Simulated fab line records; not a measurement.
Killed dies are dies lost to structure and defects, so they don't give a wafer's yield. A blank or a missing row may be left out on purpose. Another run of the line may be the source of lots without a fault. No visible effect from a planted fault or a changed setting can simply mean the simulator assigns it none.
Tool commonality check || flow nand-harc || Lots sampled 14, wafers sampled 42

WHY THIS WAS OPENED
Flagged at NHARC_A_ONON_D2_THK_MEAS_08: reading thk-nm, on 2 of 14 lots. No-fault wafers: 1002 nm, standard deviation 8.9.
Rule: a lot gets a flag if all its wafers with a number sit over 4 standard deviations from that mean, or if no wafer of it has a number. The rest of the lots are taken to be sound.

{"lot": "L148", "measured": "day 12 11:33", "on": "film-metro-01", "thk-nm (nm), wafer by wafer": "994 996 995", "flag": ""}
{"lot": "L149", "measured": "day 12 19:51", "on": "film-metro-02", "thk-nm (nm), wafer by wafer": "1005 1004 1002", "flag": ""}
{"lot": "L150", "measured": "day 12 20:01", "on": "film-metro-01", "thk-nm (nm), wafer by wafer": "995 993 994", "flag": ""}
{"lot": "L151", "measured": "day 14 04:09", "on": "film-metro-02", "thk-nm (nm), wafer by wafer": "1003 1001 1002", "flag": ""}
{"lot": "L152", "measured": "day 14 04:22", "on": "film-metro-01", "thk-nm (nm), wafer by wafer": "1002 1000 1003", "flag": ""}
{"lot": "L153", "measured": "day 14 12:26", "on": "film-metro-01", "thk-nm (nm), wafer by wafer": "995 994 993", "flag": ""}
{"lot": "L154", "measured": "day 14 21:39", "on": "film-metro-02", "thk-nm (nm), wafer by wafer": "1008 1009 1010", "flag": ""}
{"lot": "L155", "measured": "day 15 16:04", "on": "film-metro-01", "thk-nm (nm), wafer by wafer": "1009 1011 1010", "flag": ""}
{"lot": "L156", "measured": "day 15 16:05", "on": "film-metro-01", "thk-nm (nm), wafer by wafer": "1018 1017 1017", "flag": ""}
{"lot": "L157", "measured": "day 16 08:59", "on": "film-metro-01", "thk-nm (nm), wafer by wafer": "982 981 981", "flag": ""}
{"lot": "L158", "measured": "day 16 08:59", "on": "film-metro-02", "thk-nm (nm), wafer by wafer": "996 995 994", "flag": ""}
{"lot": "L160", "measured": "day 17 09:08", "on": "film-metro-01", "thk-nm (nm), wafer by wafer": "1000 1001 1000", "flag": ""}
{"lot": "L164", "measured": "day 19 05:50", "on": "film-metro-02", "thk-nm (nm), wafer by wafer": "560 561 561", "flag": "FLAGGED"}
{"lot": "L165", "measured": "day 19 11:55", "on": "film-metro-01", "thk-nm (nm), wafer by wafer": "567 568 567", "flag": "FLAGGED"}
The numbers of the flagged lots are 564 nm on average: -438 nm against the usual, or -49 standard deviations.

LOT BY LOT: THE TOOL USED
The record holds 2 process steps before the reading, out of a route of 1302 steps. Read each cell as the tool, then ch plus the chambers that the sampled wafers visited, then the start.
{"lot": "L148", "flag": "", "NHARC_A_DECK1_JOINT_DEP_16": "pecvd-01 ch 0,1, day 12 09:32", "NHARC_A_ONON_D2_DEP_06": "pecvd-onon-03 ch 0, day 12 11:05"}
{"lot": "L149", "flag": "", "NHARC_A_DECK1_JOINT_DEP_16": "pecvd-01 ch 0,1,2, day 12 17:50", "NHARC_A_ONON_D2_DEP_06": "pecvd-onon-04 ch 0, day 12 19:24"}
{"lot": "L150", "flag": "", "NHARC_A_DECK1_JOINT_DEP_16": "pecvd-02 ch 0,1, day 12 18:02", "NHARC_A_ONON_D2_DEP_06": "pecvd-onon-01 ch 0, day 12 19:38"}
{"lot": "L151", "flag": "", "NHARC_A_DECK1_JOINT_DEP_16": "pecvd-02 ch 0,2, day 14 01:54", "NHARC_A_ONON_D2_DEP_06": "pecvd-onon-03 ch 0, day 14 03:41"}
{"lot": "L152", "flag": "", "NHARC_A_DECK1_JOINT_DEP_16": "pecvd-04 ch 0,1,2, day 14 01:56", "NHARC_A_ONON_D2_DEP_06": "pecvd-onon-01 ch 0, day 14 03:58"}
{"lot": "L153", "flag": "", "NHARC_A_DECK1_JOINT_DEP_16": "pecvd-02 ch 1,2, day 14 10:26", "NHARC_A_ONON_D2_DEP_06": "pecvd-onon-01 ch 0, day 14 11:59"}
{"lot": "L154", "flag": "", "NHARC_A_DECK1_JOINT_DEP_16": "pecvd-02 ch 1,2, day 14 19:37", "NHARC_A_ONON_D2_DEP_06": "pecvd-onon-01 ch 0, day 14 21:15"}
{"lot": "L155", "flag": "", "NHARC_A_DECK1_JOINT_DEP_16": "pecvd-02 ch 0,1, day 15 14:06", "NHARC_A_ONON_D2_DEP_06": "pecvd-onon-03 ch 0, day 15 15:36"}
{"lot": "L156", "flag": "", "NHARC_A_DECK1_JOINT_DEP_16": "pecvd-04 ch 0,1,2, day 15 14:05", "NHARC_A_ONON_D2_DEP_06": "pecvd-onon-04 ch 0, day 15 15:37"}
{"lot": "L157", "flag": "", "NHARC_A_DECK1_JOINT_DEP_16": "pecvd-01 ch 0,1,2, day 16 06:58", "NHARC_A_ONON_D2_DEP_06": "pecvd-onon-04 ch 0, day 16 08:32"}
{"lot": "L158", "flag": "", "NHARC_A_DECK1_JOINT_DEP_16": "pecvd-02 ch 0,1,2, day 16 07:01", "NHARC_A_ONON_D2_DEP_06": "pecvd-onon-03 ch 0, day 16 08:36"}
{"lot": "L160", "flag": "", "NHARC_A_DECK1_JOINT_DEP_16": "pecvd-02 ch 0,1,2, day 17 07:13", "NHARC_A_ONON_D2_DEP_06": "pecvd-onon-03 ch 0, day 17 08:48"}
{"lot": "L164", "flag": "FLAGGED", "NHARC_A_DECK1_JOINT_DEP_16": "pecvd-02 ch 0,1,2, day 19 03:55", "NHARC_A_ONON_D2_DEP_06": "pecvd-onon-01 ch 0, day 19 05:30"}
{"lot": "L165", "flag": "FLAGGED", "NHARC_A_DECK1_JOINT_DEP_16": "pecvd-01 ch 0,1, day 19 09:54", "NHARC_A_ONON_D2_DEP_06": "pecvd-onon-01 ch 0, day 19 11:32"}
These steps, and what they do:
- NHARC_A_DECK1_JOINT_DEP_16: deposits SiO2, target thk 45 nm.
- NHARC_A_ONON_D2_DEP_06: target thk 1000 nm.
- NHARC_A_ONON_D2_THK_MEAS_08: measures by ellipsometry.

FLAGGED AGAINST TOTAL, ONE TOOL AT A TIME (gauges that did the reading follow at the end)
{"step": "NHARC_A_DECK1_JOINT_DEP_16", "tool": "pecvd-01", "lots run": 4, "flagged": 1, "share of the flagged lots": "some", "sound lots run after its first flagged lot": 0}
{"step": "NHARC_A_DECK1_JOINT_DEP_16", "tool": "pecvd-02", "lots run": 8, "flagged": 1, "share of the flagged lots": "some", "sound lots run after its first flagged lot": 0}
{"step": "NHARC_A_DECK1_JOINT_DEP_16", "tool": "pecvd-04", "lots run": 2, "flagged": 0, "share of the flagged lots": "none", "sound lots run after its first flagged lot": "-"}
{"step": "NHARC_A_ONON_D2_DEP_06", "tool": "pecvd-onon-01", "lots run": 6, "flagged": 2, "share of the flagged lots": "all", "sound lots run after its first flagged lot": 0}
{"step": "NHARC_A_ONON_D2_DEP_06", "tool": "pecvd-onon-03", "lots run": 5, "flagged": 0, "share of the flagged lots": "none", "sound lots run after its first flagged lot": "-"}
{"step": "NHARC_A_ONON_D2_DEP_06", "tool": "pecvd-onon-04", "lots run": 3, "flagged": 0, "share of the flagged lots": "none", "sound lots run after its first flagged lot": "-"}
{"step": "NHARC_A_ONON_D2_THK_MEAS_08", "tool": "film-metro-01", "lots run": 9, "flagged": 1, "share of the flagged lots": "some", "sound lots run after its first flagged lot": 0}
{"step": "NHARC_A_ONON_D2_THK_MEAS_08", "tool": "film-metro-02", "lots run": 5, "flagged": 1, "share of the flagged lots": "some", "sound lots run after its first flagged lot": 0}

WHAT THE TABLE ALLOWS
Rows of the table that ran each flagged lot: 1, that is pecvd-onon-01 at NHARC_A_ONON_D2_DEP_06.
- pecvd-onon-01 at NHARC_A_ONON_D2_DEP_06 ran 6 lots, 2 of them flagged. A fault beginning between L154 (day 14 21:15), its last sound lot, and L164 (day 19 05:30), its first flagged one, fits the data.
pecvd-onon-01 at NHARC_A_ONON_D2_DEP_06 is the single tool remaining.

WHAT THE SIMULATOR HAD INSERTED
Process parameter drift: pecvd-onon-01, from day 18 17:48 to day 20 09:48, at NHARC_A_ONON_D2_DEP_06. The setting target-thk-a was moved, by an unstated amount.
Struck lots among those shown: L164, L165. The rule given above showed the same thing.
